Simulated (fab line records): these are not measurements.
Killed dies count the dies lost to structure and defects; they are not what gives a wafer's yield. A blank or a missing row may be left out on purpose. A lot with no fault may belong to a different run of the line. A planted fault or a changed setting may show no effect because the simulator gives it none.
One fault seen from 2 desks :: flow n5Finfet :: every desk sees just its own numbers, and what lay behind them comes last

## DESK OF THE TOOL OWNER: rieDiel-06
The tool's own readings at N5_BEOL_M5_TRENCH_ETCH_37 (etches SiCOH lowk in C4F6/O2, target depth 71.652 nm, time 24.7 s): means of the sampled wafers that have a number, for each lot that ran on this tool. Marked OUT: a lot whose mean sits more than 4 standard deviations from the usual mean, which makes it out of limits; the brackets give that distance.
Columns: A = biasW at N5_BEOL_M5_TRENCH_ETCH_37, usual 185.1 W; B = drypumpMotorCurrentA at N5_BEOL_M5_TRENCH_ETCH_37, usual 5.6 A; C = oesProductAu at N5_BEOL_M5_TRENCH_ETCH_37, usual 0.77 a.u.; D = rfVppV at N5_BEOL_M5_TRENCH_ETCH_37, usual 662 V; E = runLengthS at N5_BEOL_M5_TRENCH_ETCH_37, usual 47.9 s; F = showerheadPlenumPTorr at N5_BEOL_M5_TRENCH_ETCH_37, usual 2.84 Torr; G = throttleValvePct at N5_BEOL_M5_TRENCH_ETCH_37, usual 20.87 %
lot: L863
first seen here: day 8 13:02
A: 184.7
B: 5.4
C: 0.72
D: 658
E: 47.7
F: 2.79
G: 21.09

lot: L866
first seen here: day 9 06:17
A: 185.6
B: 5.4
C: 0.76
D: 654
E: 47.5
F: 2.79
G: 21.04

lot: L873
first seen here: day 11 05:55
A: 185.3
B: 5.5
C: 0.76
D: 662
E: 50.6 (+6.2) OUT
F: 2.84
G: 20.93

lot: L875
first seen here: day 11 11:52
A: 185.3
B: 5.5
C: 0.76
D: 661
E: 50.8 (+6.7) OUT
F: 2.84
G: 20.93

lot: L883
first seen here: day 14 14:03
A: 185.5
B: 5.5
C: 0.82
D: 661
E: 47.9
F: 2.80
G: 20.92
Finding of this desk: L873, L875 out of limits; the first was L873 at day 11 05:55, on runLengthS at N5_BEOL_M5_TRENCH_ETCH_37. L863, L866, L883: within limits.

## THE METROLOGY DESK
What the gauges read, lot by lot, whatever tool the lot ran on: means of the sampled wafers that have a number. Marked OUT: a lot whose mean sits more than 4 standard deviations from the usual mean, which makes it out of limits; the brackets give that distance. 7 of its 28 readings are shown: the first one out of limits and those lying furthest out on some lot.
Columns: A = trenchDepthNm at N5_BEOL_M5_OCD_MEAS_38, usual 70.9 nm; B = M5_THK at N5_BEOL_M5_THK_MEAS_53, usual 62.2 nm; C = M5_RS at N5_BEOL_M5_RS_MEAS_57, usual 0.390 ohm/sq; D = SERP_M11 at N5_BEOL_M15_RC_MEAS_101, usual 3.13 ohm/um; E = SERP_M14 at N5_BEOL_M15_RC_MEAS_101, usual 0.161 ohm/um; F = SERP_M5 at N5_BEOL_M15_RC_MEAS_101, usual 38.8 ohm/um; G = SERP_M5_max_site at N5_BEOL_M15_RC_MEAS_101, usual 40.4 ohm/um
lot: L863
first seen here: day 8 12:38
A: 71.4
B: 62.8
C: 0.386
D: 3.06
E: 0.161
F: 38.8
G: 40.5

lot: L866
first seen here: day 9 05:55
A: 72.4
B: 62.9
C: 0.384
D: 2.97
E: 0.160
F: 37.6
G: 39.1

lot: L872
first seen here: day 11 01:11
A: 69.6
B: 60.7
C: 0.408
D: 3.09
E: 0.158
F: 40.6
G: 42.6

lot: L873
first seen here: day 11 05:10
A: 80.8 (+7.6) OUT
B: 74.6 (+7.8) OUT
C: 0.332 (-4.9) OUT
D: 3.10
E: 0.164
F: 33.0
G: 33.9

lot: L875
first seen here: day 11 11:29
A: 79.7 (+6.8) OUT
B: 69.0 (+4.2) OUT
C: 0.353
D: 3.11
E: 0.160
F: 34.9
G: 36.3

lot: L878
first seen here: day 12 02:11
A: 72.2
B: 62.0
C: 0.387
D: 3.14
E: 0.169
F: 38.8
G: 39.9

lot: L883
first seen here: day 14 13:40
A: 72.0
B: 63.3
C: 0.378
D: 3.26
E: 0.160
F: 37.8
G: 40.8
Finding of this desk: L873, L875 out of limits; the first was L873 at day 11 06:04, on trenchDepthNm at N5_BEOL_M5_OCD_MEAS_38. L863, L866, L872, L878, L883: within limits.

## BROUGHT TOGETHER
On L873, L875, at day 11 05:55, an alarm was possible from the tool owner's desk.
The metrology desk could have raised an alarm at day 11 06:04, on L873, L875.
Of the lots named, all ran N5_BEOL_M5_TRENCH_ETCH_37 on rieDiel-06.

## WHAT WAS PUT IN BY THE SIMULATOR
rieDiel-06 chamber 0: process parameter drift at N5_BEOL_M5_TRENCH_ETCH_37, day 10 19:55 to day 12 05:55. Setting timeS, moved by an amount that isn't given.
Shown lots that were struck: L873, L875.
Delay (hours) between the fault's onset and each desk's first out-of-limits reading: 10 at the tool owner's desk, 10 at the metrology desk.
